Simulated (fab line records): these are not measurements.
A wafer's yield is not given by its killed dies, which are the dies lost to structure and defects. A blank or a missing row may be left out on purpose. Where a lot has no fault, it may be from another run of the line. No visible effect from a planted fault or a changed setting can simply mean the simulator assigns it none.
Chamber matching || flow nand harc || NHARC_A_CHANNEL_FILL_D2_ETCHBACK_20 on rie diel-04: 4 sister chambers
The step etches the open film in C4F8/O2/Ar, target depth 27 nm, time 13.5 s. 14 wafers are shown with their chamber, then 7 later ones without.

WAFERS PAIRED WITH THEIR CHAMBERS
{"wafer": "L080.2", "chamber": 2, "rf vpp V (V)": 983, "oes product au (a.u.)": 0.966}
{"wafer": "L080.3", "chamber": 0, "rf vpp V (V)": 982, "oes product au (a.u.)": 0.977}
{"wafer": "L080.5", "chamber": 1, "rf vpp V (V)": 983, "oes product au (a.u.)": 0.971}
{"wafer": "L082.1", "chamber": 2, "rf vpp V (V)": 985, "oes product au (a.u.)": 0.923}
{"wafer": "L082.2", "chamber": 3, "rf vpp V (V)": 979, "oes product au (a.u.)": 0.925}
{"wafer": "L082.4", "chamber": 0, "rf vpp V (V)": 982, "oes product au (a.u.)": 0.925}
{"wafer": "L086.1", "chamber": 1, "rf vpp V (V)": 982, "oes product au (a.u.)": 0.996}
{"wafer": "L086.2", "chamber": 2, "rf vpp V (V)": 985, "oes product au (a.u.)": 1.023}
{"wafer": "L086.5", "chamber": 1, "rf vpp V (V)": 984, "oes product au (a.u.)": 1.010}
{"wafer": "L087.1", "chamber": 2, "rf vpp V (V)": 983, "oes product au (a.u.)": 1.007}
{"wafer": "L087.3", "chamber": 3, "rf vpp V (V)": 978, "oes product au (a.u.)": 1.003}
{"wafer": "L087.6", "chamber": 2, "rf vpp V (V)": 984, "oes product au (a.u.)": 1.011}
{"wafer": "L088.2", "chamber": 2, "rf vpp V (V)": 982, "oes product au (a.u.)": 1.012}
{"wafer": "L088.3", "chamber": 1, "rf vpp V (V)": 982, "oes product au (a.u.)": 0.996}

SIGNATURES (means of the wafers above)
{"reading": "rf vpp V", "chamber 0": 982.00, "chamber 1": 982.75, "chamber 2": 983.67, "chamber 3": 978.50, "scatter within a chamber": 1.03}
{"reading": "oes product au", "chamber 0": 0.95100, "chamber 1": 0.99325, "chamber 2": 0.99033, "chamber 3": 0.96400, "scatter within a chamber": 0.0354}
Rule: for a wafer and a chamber, the distance is found by dividing, reading by reading, the gap between the wafer's reading and the chamber's mean by the reading's scatter, squaring, summing and taking the root. The wafer belongs to the nearest chamber; if the next one is less than 2 further off, it can't be placed. The scatter is the square root of a quotient: the sum, over the shown wafers, of each reading's squared deviation from its chamber's mean, divided by wafers minus chambers.

WAFERS WITH NO CHAMBER GIVEN
{"wafer": "L088.5", "rf vpp V (V)": 980, "oes product au (a.u.)": 1.006}
{"wafer": "L091.2", "rf vpp V (V)": 980, "oes product au (a.u.)": 1.001}
{"wafer": "L091.4", "rf vpp V (V)": 978, "oes product au (a.u.)": 0.992}
{"wafer": "L091.6", "rf vpp V (V)": 980, "oes product au (a.u.)": 0.995}
{"wafer": "L096.1", "rf vpp V (V)": 984, "oes product au (a.u.)": 0.990}
{"wafer": "L096.3", "rf vpp V (V)": 977, "oes product au (a.u.)": 0.996}
{"wafer": "L096.4", "rf vpp V (V)": 981, "oes product au (a.u.)": 0.998}

EACH ONE'S CHAMBER
{"wafer": "L088.5", "from the rows above": "can't be placed: 3 or 0 or 1 or 2", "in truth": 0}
{"wafer": "L091.2", "from the rows above": "can't be placed: 3 or 0 or 1 or 2", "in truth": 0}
{"wafer": "L091.4", "from the rows above": 3, "in truth": 3}
{"wafer": "L091.6", "from the rows above": "can't be placed: 3 or 0 or 1 or 2", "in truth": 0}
{"wafer": "L096.1", "from the rows above": "can't be placed: 2 or 1 or 0", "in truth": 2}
{"wafer": "L096.3", "from the rows above": 3, "in truth": 3}
{"wafer": "L096.4", "from the rows above": "can't be placed: 0 or 1 or 2 or 3", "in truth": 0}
2 of 7 placed correctly. Cannot be placed on the basis of these rows: 5; the candidates contain the true chamber in 5. Number placed wrongly: 0.
